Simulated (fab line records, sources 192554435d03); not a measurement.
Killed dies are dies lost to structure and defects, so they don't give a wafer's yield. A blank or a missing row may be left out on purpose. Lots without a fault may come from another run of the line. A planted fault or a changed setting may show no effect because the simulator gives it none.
fab line records | flow n5_finfet
record lots=7 wafers=21
route steps=1938 shown MIM_TOP_ETCH@1851 TV_LITHO@1879 PASSIVATION@1929
start_h: hours from the record's first day to the start of the lot's first wafer shown | wait_h: hours since the lot's step before | " the same as in the row above | L1.1+2: a row that stands for several wafers | - no value, or no start given | * or withheld: withheld | < > ~ a bound
route shown NAME@n: a module of which the file shows steps, and the number in the route of the first | usual: mean/standard deviation of fault-free wafers | same: alike in all rows | chamber/n: place in a boat | sites: the reading at each site | _std_site: their standard deviation | _edge_site: outer sites' mean less inner sites' | radius_mm: how far each site lies from the wafer's centre | mask NAME#n: copy n | behind: the tool/chamber that last shaped the wafer | hold: why the lot was held/for how many hours/how that ended | device: the transistor (n, p or np) that didn't switch | end of line: the same wafers' tests at the end of the route | a step without rows: its recipe alone | killed: dies lost to structure and defects at the first sort, not the wafer's yield | map: a wafer's dies, x killed, . not, _ none there
set.NAME: the setting as run; set.NAME@STEP: as run at that earlier step | model.NAME: the simulator's own value behind a step, which no gauge read
lots whose settings were changed on purpose; a table a step, a row a wafer
## steps
# step N5_MIM_TOP_ETCH_ETCH_00
# recipe chemistry=Cl2/BCl3 target=TiN target_depth_a=385 ion_energy_ev=150 pressure_mtorr=10 icp_w=1000 bias_w=126 Cl2_flow_sccm=53.25 bcl3_flow_sccm=21.75 Ar_flow_sccm=25
# columns lot.wafer tool chamber start_h wait_h set.bias_w model.etch.depth_nm model.MIM_TOP_ETCH.feature_depth_nm
L078.2 rie_metal-03 1 268.12 0.1 126 38.54 38.6
L078.3 " 1 " " 126 38.03 38
L078.4 " 0 " " 126 38.19 38.2
L079.3 rie_metal-02 0 280.93 0.1 126 38.44 38.4
L079.4 " 1 " " 126 38.9 38.8
L079.6 " 1 " " 126 38.56 38.6
L085.2 rie_metal-01 0 316.26 0.1 115 38.03 38
L085.3 " 1 " " 126 38.68 38.6
L085.6 " 0 " " 115 38.08 38
L089.1 rie_metal-01 0 343.75 0.1 126 39.09 39
L089.3 " 0 " " 142.7 40.63 40.6
L089.5 " 0 " " 126 39.06 39
L090.3 rie_metal-02 1 343.92 0.1 126 38.5 38.4
L090.5 " 1 " " 108.8 36.31 36.4
L090.6 " 1 " " 108.8 36.86 36.8
L088.2 rie_metal-03 0 343.98 0.1 126 38 38
L088.3 " 1 " " 126 38.1 38
L088.5 " 1 " " 116 37.55 37.6
L093.2 rie_metal-03 1 373.38 0.1 126 38.31 38.4
L093.3 " 1 " " 126 37.84 37.8
L093.5 " 1 " " 126 37.82 37.8
# step N5_PASSIVATION_EXPOSE_07
# recipe mask_id=TV na=0.55 source_shape=conventional sigma_outer=0.8 polarization=unpolarized defocus_nm=0 target_cd_nm=3000 dose_mj=22.75
# columns lot.wafer tool chamber start_h wait_h mask set.dose_mj
L078.2 krf_scanner-02 0 270.50 - TV#0 22.75
L078.3+4 " 0 " " TV#0 23.66
L079.3+6 krf_scanner-01 0 283.55 - TV#0 22.75
L079.4 " 0 " " TV#0 21.15
L085.2+3+6 krf_scanner-01 0 320.88 - TV#0 22.75
L089.1 krf_scanner-02 0 346.03 - TV#0 21.1
L089.3+5 " 0 " " TV#0 22.75
L090.3+5 krf_scanner-01 0 350.38 - TV#0 21.51
L090.6 " 0 " " TV#0 22.75
L088.2 krf_scanner-02 0 350.54 - TV#0 22.75
L088.3+5 " 0 " " TV#0 21.79
L093.2+3+5 krf_scanner-01 0 375.85 - TV#0 22.75
# step N5_PASSIVATION_PEB_08
# recipe peb_temp_c=withheld peb_time_s=*
# step N5_PASSIVATION_DEVELOP_09
# recipe develop_time_s=60 rinse_liquid=diw dry=air_spin dev_temp_c=21
# step N5_PASSIVATION_HARDBAKE_11
# recipe temp_c=130 time_s=120
# step N5_PASSIVATION_CD_MEAS_10
# recipe target_cd_nm=3000 landing_energy_ev=500 detector=se_inlens
# usual cd_nm=3000.8/1.7
# columns lot.wafer tool chamber start_h wait_h set.dose_mj@PASSIVATION_EXPOSE_07 cd_nm
L078.2 cd_sem-01 0 270.67 - 22.75 3001.1
L078.3 " 0 " " 23.66 3008.2
L078.4 " 0 " " 23.66 3009.4
L079.3 cd_sem-03 0 283.72 - 22.75 3000.6
L079.4 " 0 " " 21.15 2985.5
L079.6 " 0 " " 22.75 3002.0
L085.2 cd_sem-02 0 321.05 - 22.75 2997.6
L085.3 " 0 " " 22.75 2997.5
L085.6 " 0 " " 22.75 2997.8
L089.1 cd_sem-03 0 346.20 - 21.1 2986.5
L089.3 " 0 " " 22.75 3003.4
L089.5 " 0 " " 22.75 3002.8
L090.3 cd_sem-03 0 350.55 - 21.51 2987.0
L090.5 " 0 " " 21.51 2990.0
L090.6 " 0 " " 22.75 3000.0
L088.2 cd_sem-01 0 350.71 - 22.75 2997.5
L088.3 " 0 " " 21.79 2987.8
L088.5 " 0 " " 21.79 2990.9
L093.2 cd_sem-02 0 376.02 - 22.75 3000.4
L093.3 " 0 " " 22.75 3002.0
L093.5 " 0 " " 22.75 3000.2
# step N5_PASSIVATION_DESCUM_12
# recipe chemistry=O2 time_s=7.9 source_power_w=50 bias_power_w=20 pressure_mtorr=20 rf_frequency_hz=2.712e+07 temp_c=40 o2_flow_sccm=225
# columns lot.wafer tool chamber start_h wait_h set.dose_mj@PASSIVATION_EXPOSE_07 model.TV_LITHO.cd_nm
L078.2 rie_diel-02 3 270.93 0.2 22.75 3001
L078.3 " 0 " " 23.66 3008
L078.4 " 2 " " 23.66 3009
L079.3 rie_diel-02 1 283.80 0.0 22.75 3001
L079.4 " 2 " " 21.15 2985
L079.6 " 2 " " 22.75 3002
L085.2+6 rie_diel-02 1 321.25 0.1 22.75 2998
L085.3 " 0 " " 22.75 2997
L089.1 rie_diel-03 2 347.04 0.8 21.1 2987
L089.3+5 " 1 " " 22.75 3003
L090.3 rie_diel-02 0 350.64 0.0 21.51 2987
L090.5 " 1 " " 21.51 -
L090.6 " 2 " " 22.75 3000
L088.2 rie_diel-03 3 350.84 0.1 22.75 2998
L088.3 " 1 " " 21.79 2988
L088.5 " 2 " " 21.79 2991
L093.2+5 rie_diel-06 3,0 376.58 0.5 22.75 3000
L093.3 " 1 " " 22.75 3002
# step N5_PASSIVATION_PASS_ETCH_47
# recipe chemistry=CF4/O2 target=SiNx target_depth_a=7700 time_s=385 ion_energy_ev=100 pressure_mtorr=40 source_w=535 bias_w=49 Ar_flow_sccm=100 cf4_flow_sccm=100 O2_flow_sccm=10
# columns lot.wafer tool chamber start_h wait_h set.time_s model.etch.depth_nm
L078.2 rie_diel-04 3 274.16 0.0 385 753.1
L078.3 " 0 " " 385 786.7
L078.4 " 3 " " 300.9 586.6
L079.3 rie_diel-05 3 287.75 0.0 385 767.9
L079.4 " 1 " " 385 771.8
L079.6 " 3 " " 385 766.4
L085.2 rie_diel-01 1 325.06 0.0 385 773.9
L085.3 " 0 " " 420.2 849.6
L085.6 " 3 " " 420.2 855.5
L089.1 rie_diel-04 0 353.70 0.0 344.6 684.6
L089.3 " 2 " " 344.6 679.4
L089.5 " 2 " " 385 763.8
L090.3 rie_diel-04 2 354.42 0.0 385 771.4
L090.5 " 0 " " 385 784.7
L090.6 " 3 " " 385 778.4
L088.2 rie_diel-01 2 355.41 0.0 385 776.3
L088.3 " 1 " " 385 768.5
L088.5 " 0 " " 385 770.6
L093.2 rie_diel-05 2 380.16 0.0 385 747
L093.3 " 3 " " 385 750.3
L093.5 " 1 " " 385 750.9
# step N5_PASSIVATION_ETCH_54
# recipe chemistry=CHF3/O2 target=SiO2 target_depth_a=8800 CHF3_flow_sccm=50 O2_flow_sccm=5 Ar_flow_sccm=200 time_s=440 mask_material=PR pressure_mtorr=30 source_w=650 bias_w=170 ion_energy_ev=200
# columns lot.wafer tool chamber start_h wait_h set.time_s model.etch.depth_nm model.PASSIVATION.feature_depth_nm
L078.2 rie_diel-04 3 274.39 0.1 440 864.4 864.4
L078.3 " 0 " " 369.7 753.6 753.6
L078.4 " 3 " " 440 861.9 861.8
L079.3 rie_diel-05 3 287.98 0.1 440 880.5 880.6
L079.4 " 1 " " 440 881.8 881.8
L079.6 " 3 " " 490.1 975.8 975.8
L085.2 rie_diel-01 1 325.28 0.1 363.7 726.5 726.4
L085.3 " 0 " " 440 879.8 879.8
L085.6 " 3 " " 363.7 729.8 729.8
L089.1 rie_diel-04 0 353.93 0.1 440 904.2 904.2
L089.3 " 2 " " 519.9 1054 1054
L089.5 " 2 " " 519.9 1048 1048
L090.3 rie_diel-04 2 354.65 0.1 474.4 963.8 963.8
L090.5 " 0 " " 474.4 974.3 974.4
L090.6 " 3 " " 440 898.1 898
L088.2 rie_diel-01 2 355.64 0.1 440 887.9 888
L088.3 " 1 " " 440 876.5 876.6
L088.5 " 0 " " 440 876.4 876.4
L093.2 rie_diel-05 2 380.38 0.1 440 852.1 852.2
L093.3 " 3 " " 440 865.1 865.2
L093.5 " 1 " " 440 882.5 882.6
## key
split step=N5_MIM_TOP_ETCH_ETCH_00 setting=bias_w stated=126 by=wafer
response step=N5_MIM_TOP_ETCH_ETCH_00 reading=model.etch.depth_nm change=+0.112 per=1% r=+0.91
response step=N5_MIM_TOP_ETCH_ETCH_00 reading=model.MIM_TOP_ETCH.feature_depth_nm change=+0.108 per=1% r=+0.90
split step=N5_PASSIVATION_EXPOSE_07 setting=dose_mj stated=22.75 by=wafer
response step=N5_PASSIVATION_CD_MEAS_10 reading=cd_nm change=+2.17 per=1% r=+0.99
response step=N5_PASSIVATION_DESCUM_12 reading=model.TV_LITHO.cd_nm change=+2.23 per=1% r=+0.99
split step=N5_PASSIVATION_PASS_ETCH_47 setting=time_s stated=385 by=wafer
response step=N5_PASSIVATION_PASS_ETCH_47 reading=model.etch.depth_nm change=+8.32 per=1% r=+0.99
split step=N5_PASSIVATION_ETCH_54 setting=time_s stated=440 by=wafer
response step=N5_PASSIVATION_ETCH_54 reading=model.etch.depth_nm change=+8.06 per=1% r=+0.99
response step=N5_PASSIVATION_ETCH_54 reading=model.PASSIVATION.feature_depth_nm change=+8.06 per=1% r=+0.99
